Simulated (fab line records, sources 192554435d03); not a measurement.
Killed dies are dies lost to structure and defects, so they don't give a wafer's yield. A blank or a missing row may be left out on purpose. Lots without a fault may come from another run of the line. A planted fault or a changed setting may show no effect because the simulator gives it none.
A struck lot beside a sound one | flow n5_finfet | 19 steps out of a route of 1938
Sound: wafers L139.2, L139.3, L139.6. Struck: wafers L146.2, L146.3, L146.5. The cause comes at the end.
At each step with rows: each side's tool, then ch and its chambers, then its first start. Under that, the readings that differ: sound wafers | struck wafers | difference of the means | sigmas: that difference in standard deviations of wafers without a fault.
alike: readings whose means differ by less than 2 such deviations, and words and numbers that are the same on both sides. not compared: withheld readings, readings that some wafer has no value for, bounds like >300 that may hide the same value, and numbers for which the record gives no deviation and whose values overlap.
The two part at a step that has a row with sigmas, a row that says differs or no value, or rows on one side only. Numbers that don't overlap but have no deviation are shown without sigmas and don't part them. A reading that every wafer of one side lacks parts them only if that side has two wafers or more.

first, 1 step without rows for these wafers: N5_BEOL_M2_ANNEAL_91 (time 240 s).
N5_BEOL_M2_SPUTTER_92: material Cu, target thk 4.5 nm, time 8.29 s.
  sound on pvd_sputter-01, day 8 09:09; struck on pvd_sputter-03, day 9 10:06
  alike: throttle_valve_pct
N5_BEOL_M2_ANNEAL_93: time 240 s.
  sound on pvd_sputter-01, day 8 09:14; struck on pvd_sputter-03, day 9 10:11
  alike: heater_power_w
N5_BEOL_M2_SPUTTER_94: material Cu, target thk 4.5 nm, time 8.29 s.
  sound on pvd_sputter-01, day 8 09:22; struck on pvd_sputter-03, day 9 10:19
  alike: throttle_valve_pct
then, 1 step without rows for these wafers: N5_BEOL_M2_ANNEAL_95 (time 240 s).
N5_BEOL_M2_SPUTTER_96: material Cu, target thk 4.5 nm, time 8.29 s.
  sound on pvd_sputter-01, day 8 09:35; struck on pvd_sputter-03, day 9 10:32
  alike: throttle_valve_pct
then, 2 steps without rows for these wafers: N5_BEOL_M2_ECD_50 (material Cu, target thk 300 nm); N5_BEOL_M2_ANNEAL_51 (time 90 s).
N5_BEOL_M2_CMP_52: polishes, stops on SiOC, t overpolish 6.8 s, target thk 40 nm.
  sound on cmp-02 ch 0,1,3, day 8 10:09; struck on cmp-04 ch 0,2,3, day 9 11:07
  alike: barrier_field_endpoint_s, motor_current_A, overpolish_run_s, retaining_ring_pressure_frac, time_to_endpoint_s
N5_BEOL_M2_THK_MEAS_53: measures by xrf.
  sound on film_metro-02, day 8 10:26; struck on film_metro-02, day 9 11:20
  alike: M2_THK
then, 2 steps without rows for these wafers: N5_BEOL_M2_PRE_CLEAN_60 (time 15 s); N5_BEOL_M2_CO_CAP_55 (material Co, precursor CCTBA/H2, target thk 2 nm, time 102.1 s).
N5_BEOL_M2_PRE_CLEAN_56: time 15 s.
  sound on pecvd-04 ch 0,1, day 8 10:37; struck on pecvd-04 ch 0,1, day 9 11:31
then, 1 step without rows for these wafers: N5_BEOL_M2_DEP_57 (deposits SiCN from 3MS/NH3, target thk 8 nm, time 14 s).
N5_BEOL_M2_RS_MEAS_58: measures by four-point-probe.
  sound on film_metro-01, day 8 10:44; struck on film_metro-02, day 9 11:36
  alike: M2_RS
N5_BEOL_M2_INSPECT_59: inspects for defects (darkfield).
  sound on defect_inspect-02, day 8 10:46; struck on defect_inspect-01, day 9 11:37
  reading          | sound    | struck      | difference | sigmas
  raw_defect_count | 52 60 89 | 294 290 274 | +219       | +7
then, 1 step without rows for these wafers: N5_BEOL_M3_ILD_DEP_00 (deposits SiOC from DEMS/O2, target thk 79 nm, time 15.3 s).
-- the record jumps here: 2 days lie between the struck wafers' starts before and after (it left off in module BEOL_M3 and takes up again in module BEOL_M4, whose first step shown is number 1111 of the route) --
N5_BEOL_M4_RC_MEAS_101:
  sound on prober-01 ch 0, day 10 11:33; struck on prober-01 ch 0, day 11 14:52
  reading        | sound          | struck         | difference | sigmas
  IOFF_P (nA/um) | 0.22 0.20 0.25 | 0.28 0.41 0.29 | +0.10      | +2
  VT_P (mV)      | -250 -252 -247 | -244 -240 -242 | +8         | +2
  alike: DIBL_N, DIBL_P, IOFF_N, ION_N, ION_P, SS_N, SS_P, VT_N
-- the record jumps here: 5 days lie between the struck wafers' starts before and after (it left off in module BEOL_M4 and takes up again in module PASSIVATION, whose first step shown is number 1936 of the route) --
N5_PASSIVATION_PROBE_49:
  the record has rows for the struck wafers here (prober-01, day 16 12:49) and none for the sound ones

WHERE THEY PART
First at N5_BEOL_M2_INSPECT_59; last, within this record, at N5_PASSIVATION_PROBE_49.

WHY: what the simulator had put in
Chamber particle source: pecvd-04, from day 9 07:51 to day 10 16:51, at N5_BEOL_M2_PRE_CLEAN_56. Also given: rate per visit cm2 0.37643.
